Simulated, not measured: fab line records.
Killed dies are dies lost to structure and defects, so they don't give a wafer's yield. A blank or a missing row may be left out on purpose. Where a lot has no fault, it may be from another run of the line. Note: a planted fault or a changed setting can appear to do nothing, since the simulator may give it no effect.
2 desks, one fault / flow n5Finfet / numbers are kept per desk, each desk with only its own; the story behind them comes last

FROM THE METROLOGY DESK
What the gauges read, lot by lot, whatever tool the lot ran on: means of the sampled wafers that have a number. Any lot whose mean is over 4 standard deviations away from the usual mean is out of limits and marked OUT; that distance is given in the brackets.
Columns: A = cdNm at N5_BEOL_M9_CD_MEAS_28, usual 69.97 nm
lot=L192; first seen here=day 11 00:21; A=69.97
lot=L193; first seen here=day 12 04:01; A=69.73
lot=L199; first seen here=day 12 12:48; A=70.20
lot=L197; first seen here=day 12 21:58; A=69.98
lot=L200; first seen here=day 13 17:46; A=69.93
lot=L201; first seen here=day 13 22:20; A=69.94
lot=L202; first seen here=day 14 15:09; A=70.00
lot=L212; first seen here=day 17 10:02; A=69.78
lot=L214; first seen here=day 17 17:19; A=69.76
lot=L213; first seen here=day 18 05:08; A=69.98
This desk found nothing out of limits on any of the 10 lots.

DESK OF THE TOOL OWNER: rieDiel-04
The tool's own readings at N5_BEOL_M9_ETCH_65 (etches SiARC in CF4, target depth 15.6 nm, time 26 s): means of the sampled wafers that have a number, for each lot that ran on this tool. Any lot whose mean is over 4 standard deviations away from the usual mean is out of limits and marked OUT; that distance is given in the brackets. It has 8 readings, of which 7 appear: the earliest out of limits, and the ones furthest out on some lot.
Columns: A = drypumpMotorCurrentA at N5_BEOL_M9_ETCH_65, usual 5.4 A; B = etchRfOnTimeS at N5_BEOL_M9_ETCH_65, usual 26.0 s; C = oesProductAu at N5_BEOL_M9_ETCH_65, usual 0.68 a.u.; D = rfFwdPowerW at N5_BEOL_M9_ETCH_65, usual 532.5 W; E = rfVppV at N5_BEOL_M9_ETCH_65, usual 184.8 V; F = showerheadPlenumPTorr at N5_BEOL_M9_ETCH_65, usual 2.20 Torr; G = throttleValvePct at N5_BEOL_M9_ETCH_65, usual 15.60 %
lot=L192; first seen here=day 11 00:32; A=5.8; B=26.3; C=0.69; D=531.4; E=183.3; F=2.15; G=15.59
lot=L199; first seen here=day 12 12:58; A=5.5; B=26.6; C=0.60; D=532.1; E=184.1; F=2.12; G=15.70
lot=L200; first seen here=day 13 18:06; A=5.9; B=26.0; C=0.72; D=533.5; E=184.2; F=2.19; G=15.54
lot=L201; first seen here=day 13 22:31; A=5.9; B=26.3; C=0.72; D=530.2; E=184.0; F=2.19; G=15.55
lot=L212; first seen here=day 17 10:26; A=5.6; B=31.0 (+13) OUT; C=0.63; D=532.6; E=183.4; F=2.11; G=15.53
lot=L213; first seen here=day 18 05:19; A=5.7; B=28.8 (+7.6) OUT; C=0.69; D=531.0; E=183.6; F=2.13; G=15.52
This desk's verdict: out of limits on L212, L213, starting with L212 at day 17 10:26 (etchRfOnTimeS at N5_BEOL_M9_ETCH_65). L192, L199, L200, L201: within limits.

BROUGHT TOGETHER
The tool owner's desk had the chance to raise an alarm at day 17 10:26 on L212, L213.
Metrology desk: nothing out of limits seen.
The metrology desk holds a record of L212, L213, inside its limits.
The lots listed all ran N5_BEOL_M9_ETCH_65 on rieDiel-04.

WHAT HAD BEEN PUT IN BY THE SIMULATOR
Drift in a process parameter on rieDiel-04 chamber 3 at N5_BEOL_M9_ETCH_65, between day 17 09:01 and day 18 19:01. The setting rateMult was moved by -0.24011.
Struck lots among those shown: L212, L213.
How many hours passed from the start of the fault until each desk's first out-of-limits reading: the tool owner's desk, 1.
